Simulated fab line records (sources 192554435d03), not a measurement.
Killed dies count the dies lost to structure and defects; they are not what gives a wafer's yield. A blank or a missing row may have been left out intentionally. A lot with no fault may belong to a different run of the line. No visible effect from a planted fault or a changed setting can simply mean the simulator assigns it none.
2 desks looking at one fault | flow n5Finfet | what lay behind the numbers comes last; until then each desk has only its own

== METROLOGY DESK ==
Means of the sampled wafers that have a number, per lot and without regard to the tool the lot ran on: this is what the gauges read. A lot is out of limits, marked OUT, if its mean lies more than 4 standard deviations from the usual mean; the brackets give that distance. Readings shown: 7 of its 11, picked as those furthest out on some lot.
Columns: A = cdNm at N5_BEOL_M0_SAQP_CD_MEAS_25, usual 12.79 nm; B = DIBL_P at N5_BEOL_M4_RC_MEAS_101, usual 37.0 mV/V; C = ION_N at N5_BEOL_M4_RC_MEAS_101, usual 673 uA/um; D = ION_P at N5_BEOL_M4_RC_MEAS_101, usual 462 uA/um; E = SS_N at N5_BEOL_M4_RC_MEAS_101, usual 71.7 mV/dec; F = SS_P at N5_BEOL_M4_RC_MEAS_101, usual 73.4 mV/dec; G = VT_P at N5_BEOL_M4_RC_MEAS_101, usual -250 mV
lot  | first seen here | A     | B    | C   | D   | E    | F    | G
L519 | day 6 11:01     | 12.73 | 37.5 | 663 | 453 | 71.8 | 73.5 | -252
L520 | day 6 19:14     | 12.90 | 36.4 | 661 | 453 | 71.1 | 73.5 | -253
L521 | day 7 04:34     | 12.75 | 36.8 | 668 | 456 | 71.7 | 73.3 | -250
L524 | day 7 22:17     | 13.01 | 36.0 | 677 | 476 | 71.4 | 72.8 | -243
L536 | day 10 20:08    | 12.75 | 35.2 | 675 | 466 | 71.8 | 73.4 | -246
L537 | day 11 06:27    | 13.02 | 37.0 | 670 | 466 | 72.0 | 73.0 | -250
Finding of this desk: none of the 6 lots has anything out of limits.

== DESK OF THE TOOL OWNER: rieSi-01 ==
The tool's own readings at N5_BEOL_M0_SAQP_ETCH_102 (etches SiO2 in CF4, target depth 4 nm, time 4.4 s): means of the sampled wafers that have a number, for each lot that ran on this tool. A lot is out of limits, marked OUT, if its mean lies more than 4 standard deviations from the usual mean; the brackets give that distance.
Columns: A = drypumpMotorCurrentA at N5_BEOL_M0_SAQP_ETCH_102, usual 5.7 A; B = oesProductAu at N5_BEOL_M0_SAQP_ETCH_102, usual 0.988 a.u.; C = throttleValvePct at N5_BEOL_M0_SAQP_ETCH_102, usual 21.63 %
lot  | first seen here | A   | B                | C
L519 | day 6 11:10     | 5.8 | 0.989            | 21.46
L520 | day 6 19:26     | 5.8 | 0.994            | 21.44
L521 | day 7 04:42     | 5.4 | 1.192 (+8.2) OUT | 21.63
L524 | day 7 22:25     | 5.9 | 1.167 (+7.2) OUT | 21.52
L537 | day 11 06:35    | 5.5 | 0.983            | 21.52
This desk's verdict: out of limits on L521, L524, starting with L521 at day 7 04:42 (oesProductAu at N5_BEOL_M0_SAQP_ETCH_102). L519, L520, L537 stayed within limits.

== BROUGHT TOGETHER ==
On L521, L524, at day 7 04:42, an alarm was possible from the tool owner's desk.
The metrology desk saw nothing out of limits.
The metrology desk has L521, L524 on record, within its limits.
Of the lots named, all ran N5_BEOL_M0_SAQP_ETCH_102 on rieSi-01.

== WHAT THE SIMULATOR HAD INSERTED ==
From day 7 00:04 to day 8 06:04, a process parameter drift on rieSi-01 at N5_BEOL_M0_SAQP_ETCH_102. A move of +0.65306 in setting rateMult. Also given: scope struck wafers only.
Struck lots among those shown: L521, L524.
Hours from the fault's start to each desk's first reading out of limits: the tool owner's desk, 5.
